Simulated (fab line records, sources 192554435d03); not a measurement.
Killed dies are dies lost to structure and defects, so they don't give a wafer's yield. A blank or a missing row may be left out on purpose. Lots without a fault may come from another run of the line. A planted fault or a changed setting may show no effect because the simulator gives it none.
fab line records | flow n5_finfet
record lots=10 wafers=29 last_day=17
route steps=1938 shown ZERO_LAYER@17 WELL_APT@46 BEOL_M4@1111 PASSIVATION@1936
lots that met no fault: from a run of the same line without faults
start_h: hours from the record's first day to the start of the lot's first wafer shown | wait_h: hours since the lot's step before | " the same as in the row above | L1.1+2: a row that stands for several wafers | - no value, or no start given | * or withheld: withheld | < > ~ a bound
route shown NAME@n: a module of which the file shows steps, and the number in the route of the first | usual: mean/standard deviation of fault-free wafers | same: alike in all rows | chamber/n: place in a boat | sites: the reading at each site | _std_site: their standard deviation | _edge_site: outer sites' mean less inner sites' | radius_mm: how far each site lies from the wafer's centre | mask NAME#n: copy n | behind: the tool/chamber that last shaped the wafer | hold: why the lot was held/for how many hours/how that ended | device: the transistor (n, p or np) that didn't switch | end of line: the same wafers' tests at the end of the route | a step without rows: its recipe alone | killed: dies lost to structure and defects at the first sort, not the wafer's yield | map: a wafer's dies, x killed, . not, _ none there
set.NAME: the setting as run; set.NAME@STEP: as run at that earlier step | model.NAME: the simulator's own value behind a step, which no gauge read
steps of the route over a sample of lots; a table a step, a row a wafer
services: from which hour (start_h, from the record's first day; less than 0 if before it) a tool's chamber was out of use, for how many hours, and why
## steps
# step N5_ZERO_LAYER_STRIP_24
# recipe chemistry=O2 power_w=1000 temp_c=250 overash_fraction=0.3 pressure_mtorr=1000 o2_flow_sccm=6750
# usual drypump_motor_current_A=5.7/0.37 heater_power_w=355/39 oes_product_au=0.646/0.0043 strip_time_to_endpoint_s=43.83/0.097
# columns lot.wafer tool chamber start_h wait_h drypump_motor_current_A heater_power_w oes_product_au rf_hours_counter_h strip_time_to_endpoint_s
L419.2 plasma_asher-02 0 12.98 0.1 5.5 408 0.643 25 43.82
L419.3 " 1 " " 5.9 329 0.643 - 43.75
L419.4 " 0 " " 5.4 412 0.640 - 43.77
L421.3 plasma_asher-02 0 25.12 0.1 5.5 415 0.649 - 43.69
L421.4 " 1 " " 5.9 329 0.647 - 43.75
L421.6 " 1 " " 5.9 322 0.650 - 43.80
L422.3 plasma_asher-02 0 30.91 0.1 5.4 410 0.647 - 43.92
L422.4 " 1 " " 5.9 323 0.648 - 43.91
L422.6 " 0 " " 5.5 414 0.648 - 43.83
L424.2 plasma_asher-02 0 43.02 0.1 5.4 404 0.654 33 43.98
L424.4 " 0 " " 5.5 407 0.642 - 43.95
L424.6 " 1 " " 5.8 324 0.647 - 43.98
L430.1 plasma_asher-02 1 78.89 0.1 5.8 315 0.648 41 43.88
L430.4 " 0 " " 5.5 402 0.643 - 43.87
L430.5 " 1 " " 5.9 331 0.647 - 43.80
L431.5 plasma_asher-01 0 84.94 0.1 6.1 308 0.654 - 43.86
L431.6 " 1 " " 5.2 371 0.641 - 43.84
L433.2 plasma_asher-02 0 97.66 0.1 5.4 414 0.647 44 43.69
L433.4 " 0 " " 5.4 407 0.640 - 43.73
L433.6 " 0 " " 5.4 404 0.650 - 43.54
L439.1 plasma_asher-01 0 133.12 0.1 6.1 313 0.649 91 43.84
L439.2 " 1 " " 5.2 368 0.649 91 43.84
L439.4 " 1 " " 5.2 380 0.647 - 43.81
L440.1 plasma_asher-01 0 139.02 0.1 6.1 315 0.646 92 43.86
L440.4 " 0 " " 6.1 314 0.644 - 43.76
L440.5 " 1 " " 5.2 370 0.652 - 43.96
L441.1 plasma_asher-02 1 145.02 0.1 5.9 323 0.643 55 44.04
L441.2 " 0 " " 5.4 414 0.650 55 43.91
L441.3 " 0 " " 5.4 413 0.637 - 43.87
# step N5_WELL_APT_DESCUM_30
# recipe chemistry=O2 time_s=7.9 source_power_w=50 bias_power_w=20 pressure_mtorr=20 rf_frequency_hz=2.712e+07 temp_c=40 o2_flow_sccm=225
# usual drypump_motor_current_A=5.7/0.32 oes_product_au=0.80/0.086 rf_vpp_V=243.4/1.2 showerhead_plenum_p_Torr=2.10/0.057 throttle_valve_pct=20.3/0.3
# columns lot.wafer tool chamber start_h wait_h drypump_motor_current_A oes_product_au rf_hours_counter_h rf_vpp_V showerhead_plenum_p_Torr throttle_valve_pct
L419.2 rie_diel-06 0 15.02 0.0 5.5 0.95 2 241.3 2.03 19.7
L419.3 " 3 " " 6.0 0.88 52 243.3 2.12 20.2
L419.4 " 2 " " 5.7 0.90 33 243.3 2.12 20.4
L421.3 rie_diel-04 1 27.39 0.2 5.4 0.74 154 244.2 2.10 20.3
L421.4 " 0 " " 6.2 0.70 245 244.0 2.16 20.3
L421.6 " 0 " " 6.2 0.70 - 244.7 2.16 20.3
L422.3 rie_diel-04 0 33.13 0.0 6.2 0.70 248 243.9 2.15 20.3
L422.4 " 2 " " 5.5 0.75 139 244.0 2.14 19.9
L422.6 " 2 " " 5.5 0.76 - 243.7 2.14 19.9
L424.2 rie_diel-04 3 48.29 1.7 6.1 0.86 32 241.2 2.05 20.2
L424.4 " 1 " " 5.4 0.73 - 243.3 2.10 20.3
L424.6 " 3 " " 6.1 0.86 - 242.2 2.05 20.2
L430.1 rie_diel-01 3 81.06 0.3 5.5 0.91 29 243.5 2.14 20.6
L430.4 " 1 " " 5.6 0.76 163 244.6 2.19 20.8
L430.5 " 3 " " 5.5 0.92 - 242.9 2.14 20.5
L431.5 rie_diel-06 0 86.84 0.1 5.6 0.88 - 242.8 2.03 19.7
L431.6 " 3 " " 6.0 0.86 - 243.7 2.12 20.2
L433.2 rie_diel-04 2 99.66 0.0 5.5 0.73 169 245.2 2.13 19.9
L433.4 " 0 " " 6.2 0.93 17 242.9 2.15 20.2
L433.6 " 2 " " 5.5 0.73 - 243.3 2.13 19.9
L439.1 rie_diel-04 3 135.26 0.2 6.2 0.82 66 241.9 2.04 20.2
L439.2 " 2 " " 5.5 0.72 180 245.5 2.13 19.9
L439.4 " 0 " " 6.2 0.89 28 244.6 2.14 20.2
L440.1 rie_diel-01 3 140.91 0.0 5.5 0.86 51 242.7 2.14 20.6
L440.4 " 1 " " 5.6 0.75 183 243.6 2.18 20.9
L440.5 " 1 " " 5.6 0.74 - 243.8 2.18 20.9
L441.1 rie_diel-04 0 148.24 0.0 6.2 0.89 32 244.0 2.14 20.2
L441.2 " 3 " " 6.2 0.82 69 241.7 2.04 20.2
L441.3 " 1 " " 5.4 0.70 204 241.4 2.08 20.4
# step N5_WELL_APT_IMPLANT_31
# recipe species=B energy_kev=60 dose_cm2=1.5e+13 tilt_deg=0 rotation_deg=0
# usual beam_energy_keV=60.001/0.019
# columns lot.wafer tool chamber start_h wait_h beam_energy_keV
L419.2 implanter-01 0 15.15 0.1 60.022
L419.3 " 0 " " 60.023
L419.4 " 0 " " 60.015
L421.3 implanter-01 0 27.55 0.1 59.998
L421.4 " 0 " " 60.027
L421.6 " 0 " " 59.993
L422.3 implanter-02 0 33.29 0.1 59.958
L422.4 " 0 " " 59.995
L422.6 " 0 " " 59.991
L424.2 implanter-01 0 48.42 0.1 60.015
L424.4 " 0 " " 60.015
L424.6 " 0 " " 60.022
L430.1 implanter-01 0 81.16 0.1 59.979
L430.4 " 0 " " 59.980
L430.5 " 0 " " 60.007
L431.5 implanter-01 0 87.02 0.2 60.024
L431.6 " 0 " " 59.985
L433.2 implanter-02 0 99.79 0.1 59.992
L433.4 " 0 " " 60.008
L433.6 " 0 " " 60.016
L439.1 implanter-02 0 135.36 0.1 48.606
L439.2 " 0 " " 48.575
L439.4 " 0 " " 48.606
L440.1 implanter-02 0 141.01 0.1 48.595
L440.4 " 0 " " 48.595
L440.5 " 0 " " 48.599
L441.1 implanter-02 0 148.34 0.1 48.613
L441.2 " 0 " " 48.572
L441.3 " 0 " " 48.562
# step N5_WELL_APT_EPI_41
# recipe material=Si target_thk_a=500 temp_c=650 precursor=SiH4/H2 pressure_torr=20 time_s=297.7
# usual lamp_inner_pct=14.2/1.2 throttle_valve_pct=10.86/0.28
# columns lot.wafer tool chamber start_h wait_h lamp_inner_pct throttle_valve_pct
L419.2 epi_rpcvd-02 0 16.12 0.1 13.0 10.77
L419.3 " 0 " " 13.1 10.50
L419.4 " 0 " " 13.1 10.83
L421.3 epi_rpcvd-03 0 28.61 0.2 15.5 10.62
L421.4 " 0 " " 15.3 10.03
L421.6 " 0 " " 15.4 10.37
L422.3 epi_rpcvd-02 0 34.33 0.2 13.1 10.98
L422.4 " 0 " " 13.1 10.86
L422.6 " 0 " " 13.2 10.59
L424.2 epi_rpcvd-04 0 49.62 0.1 15.7 11.08
L424.4 " 0 " " 15.6 11.39
L424.6 " 0 " " 15.6 10.86
L430.1 epi_rpcvd-02 0 82.09 0.0 13.0 10.72
L430.4 " 0 " " 13.0 10.92
L430.5 " 0 " " 13.1 10.55
L431.5 epi_rpcvd-03 0 88.24 0.4 15.5 10.29
L431.6 " 0 " " 15.6 10.48
L433.2 epi_rpcvd-02 0 100.83 0.1 13.2 10.45
L433.4 " 0 " " 13.1 10.89
L433.6 " 0 " " 13.0 10.47
L439.1 epi_rpcvd-02 0 136.28 0.0 13.0 10.67
L439.2 " 0 " " 13.2 10.60
L439.4 " 0 " " 13.2 10.71
L440.1 epi_rpcvd-02 0 141.91 0.0 13.0 10.71
L440.4 " 0 " " 13.0 10.67
L440.5 " 0 " " 13.1 10.76
L441.1 epi_rpcvd-04 0 149.26 0.0 15.5 10.97
L441.2 " 0 " " 15.6 11.16
L441.3 " 0 " " 15.5 11.00
# step N5_BEOL_M4_RC_MEAS_101
# usual DIBL_N=36.0/2.2 DIBL_P=35.9/2.6 IOFF_N=0.16/0.038 IOFF_P=0.21/0.042 ION_N=675/15 ION_P=463/10 RS_PWELL=3007/24 SS_N=71.5/0.62 SS_P=73.2/0.76 VT_N=250/4.1 VT_P=-251/3.6
# columns lot.wafer tool chamber start_h wait_h DIBL_N[mV/V] DIBL_P[mV/V] IOFF_N[nA/um] IOFF_P[nA/um] ION_N[uA/um] ION_P[uA/um] RS_PWELL[ohm/sq] SS_N[mV/dec] SS_P[mV/dec] VT_N[mV] VT_P[mV]
L419.2 prober-01 0 164.69 0.2 35.0 34.6 0.13 0.20 672 464 3012 71.2 72.7 250 -250
L419.3 " 0 " " 32.8 32.3 0.11 0.17 658 457 3007 70.6 72.4 256 -251
L419.4 " 0 " " 33.8 32.1 0.12 0.16 665 461 3006 71.6 72.1 254 -251
L421.3 prober-02 0 168.92 0.3 36.3 37.2 0.17 0.21 675 458 3048 72.3 73.5 249 -252
L421.4 " 0 " " 35.1 36.8 0.15 0.19 662 454 3032 71.6 73.3 251 -252
L421.6 " 0 " " 32.8 34.1 0.12 0.16 672 463 3045 70.7 72.1 253 -255
L422.3 prober-02 0 194.41 0.3 33.3 33.6 0.12 0.15 657 446 2985 70.9 73.0 253 -255
L422.4 " 0 " " 36.6 37.5 0.17 0.20 680 458 2996 72.6 73.8 247 -251
L422.6 " 0 " " 34.8 34.4 0.14 0.15 656 444 2985 71.8 73.3 251 -255
L424.2 prober-01 0 195.36 0.2 38.7 39.3 0.21 0.26 690 471 3034 72.2 74.5 245 -249
L424.4 " 0 " " 36.1 35.5 0.16 0.19 675 459 3009 72.4 73.7 249 -251
L424.6 " 0 " " 33.1 32.3 0.12 0.16 662 452 3012 71.2 72.1 252 -253
L430.1 prober-01 0 230.50 0.0 38.5 36.9 0.16 0.26 684 475 3043 71.2 73.7 248 -247
L430.4 " 0 " " 32.9 30.5 0.09 0.17 639 447 3053 70.3 72.9 257 -250
L430.5 " 0 " " 37.7 36.0 0.16 0.25 674 474 3037 71.4 73.6 248 -245
L433.2 prober-02 0 247.47 0.2 36.8 35.6 0.16 0.23 677 467 3039 70.6 73.3 249 -247
L433.4 " 0 " " 37.0 36.6 0.16 0.25 671 471 3040 71.9 73.8 247 -248
L433.6 " 0 " " 36.8 36.4 0.16 0.24 685 473 3028 71.2 72.4 250 -253
L431.5 prober-01 0 247.91 0.6 34.9 34.8 0.14 0.18 681 466 2991 71.4 72.5 250 -250
L431.6 " 0 " " 35.5 36.6 0.15 0.20 666 456 2969 71.6 73.4 246 -254
L440.1 prober-02 0 290.17 0.0 35.9 36.9 0.17 0.28 684 476 3243 71.5 74.2 249 -243
L440.4 " 0 " " 32.9 32.5 0.12 0.19 663 462 3267 70.3 72.6 255 -249
L440.5 " 0 " " 33.8 31.9 0.12 0.18 656 454 3257 70.8 72.2 253 -251
L439.1 prober-02 0 293.57 0.0 37.9 39.0 0.20 0.25 685 465 3347 72.1 74.5 248 -251
L439.2 " 0 " " 34.8 35.5 0.15 0.19 689 469 3314 71.6 73.0 250 -250
L439.4 " 0 " " 34.1 34.3 0.13 0.18 664 458 3286 71.3 73.1 253 -254
L441.1 prober-01 0 306.25 0.0 37.4 40.0 0.21 0.26 678 458 3279 71.8 74.5 242 -250
L441.2 " 0 " " 32.9 33.5 0.14 0.17 679 467 3284 71.5 72.5 249 -254
L441.3 " 0 " " 37.6 40.5 0.22 0.25 692 470 3291 72.8 74.6 244 -249
# step N5_PASSIVATION_PROBE_49
# usual defect_limited_yield=91.4/1.6 killed_at_M0_to_M3=35/10 killed_at_M4_up=12/4.7 killed_at_contacts=12/5.8 killed_at_front_end=38/12 killed_at_other=4/3.2 killed_dies=102/18 killed_open=68/14 killed_short=32/8 sort_bin_5_function=5.1/0.96 sort_bin_6_memory=3.2/0.77 sort_bin_8_speed=0.1/0.39 sort_n_pass=1078/20 sort_yield_pct=91.3/1.7
# same gross_dies=1180 killed_at_back_side=0 sort_bin_4_leakage[%]=0
# columns lot.wafer tool chamber start_h wait_h defect_limited_yield[%] killed_at_M0_to_M3 killed_at_M4_up killed_at_contacts killed_at_front_end killed_at_other killed_dies killed_open killed_short sort_bin_5_function[%] sort_bin_6_memory[%] sort_bin_8_speed[%] sort_n_pass sort_yield_pct[%]
L430.1 prober-01 - 337.37 0.0 91.1 50 10 11 34 0 105 67 37 5.8 2.8 0 1075 91.1
L430.5 prober-01 - 337.57 0.2 88.0 59 13 24 46 0 142 95 46 6.9 4.7 0 1038 88.0
# killed by level:class
L430.1 BEOL_M2:geometric_particle:open=13 BEOL_M0_SAQP:geometric_particle:short=10 MOL_CONTACT_COAG:geometric_particle:open=10 BEOL_M0_SAQP:geometric_particle:open=9 FIN_SAQP:geometric_particle:short=8 STI_FIN_REVEAL:geometric_particle:open=8 BEOL_M3:geometric_particle:open=6 BEOL_M2:geometric_particle:short=5
L430.5 MOL_CONTACT_COAG:geometric_particle:open=21 BEOL_M0_SAQP:geometric_particle:short=15 BEOL_M3:geometric_particle:open=15 FIN_SAQP:geometric_particle:open=10 BEOL_M0_SAQP:geometric_particle:open=9 BEOL_M2:geometric_particle:open=9 FIN_SAQP:geometric_particle:short=8 STI_FIN_REVEAL:geometric_particle:open=8
## services
# columns tool chamber start_h hours kind
implanter-01 - -7.72 2.6 repair
rie_diel-01 3 -7.00 - clean
rie_diel-01 3 -7.00 - consumable_replace:focus_ring
rie_diel-01 3 -7.00 14.6 scheduled_down
rie_diel-01 3 -7.00 14.6 vent_cycle
rie_diel-01 2 33.57 4.7 repair
rie_diel-06 - 36.66 28.1 pm
rie_diel-04 0 40.05 - clean
rie_diel-04 0 40.05 - consumable_replace:focus_ring
rie_diel-04 0 40.05 16.9 scheduled_down
rie_diel-04 0 40.05 16.9 vent_cycle
plasma_asher-01 - 44.69 1.3 repair
rie_diel-04 - 56.67 2.8 pm
epi_rpcvd-03 - 56.83 14.6 pm
rie_diel-01 0 59.73 - clean
rie_diel-01 0 59.73 - consumable_replace:focus_ring
rie_diel-01 0 59.73 18.3 scheduled_down
rie_diel-01 0 59.73 18.3 vent_cycle
rie_diel-01 3 64.59 9.1 repair
rie_diel-06 3 73.33 7.0 repair
rie_diel-04 0 102.22 2.3 repair
implanter-02 - 117.88 4.8 repair
## key
first_sign step=N5_WELL_APT_IMPLANT_31 reading=beam_energy_keV direction=down sigmas=99+ usual=60.001 struck=48.591
effect step=N5_BEOL_M4_RC_MEAS_101 reading=RS_PWELL direction=up sigmas=12 usual=3007 struck=3285
met_at N5_WELL_APT_IMPLANT_31
struck_lots L439,L440,L441
not_acting_at N5_ZERO_LAYER_STRIP_24,N5_WELL_APT_DESCUM_30,N5_WELL_APT_EPI_41
onset_between 99.79 135.36
fault kind=process_parameter_drift tool=implanter-02 chamber=- onset_h=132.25 steps=N5_WELL_APT_IMPLANT_31 channel=energy_kev offset=-11.409 shape=step end_h=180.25 acts_in=these_recipes_only stated=60
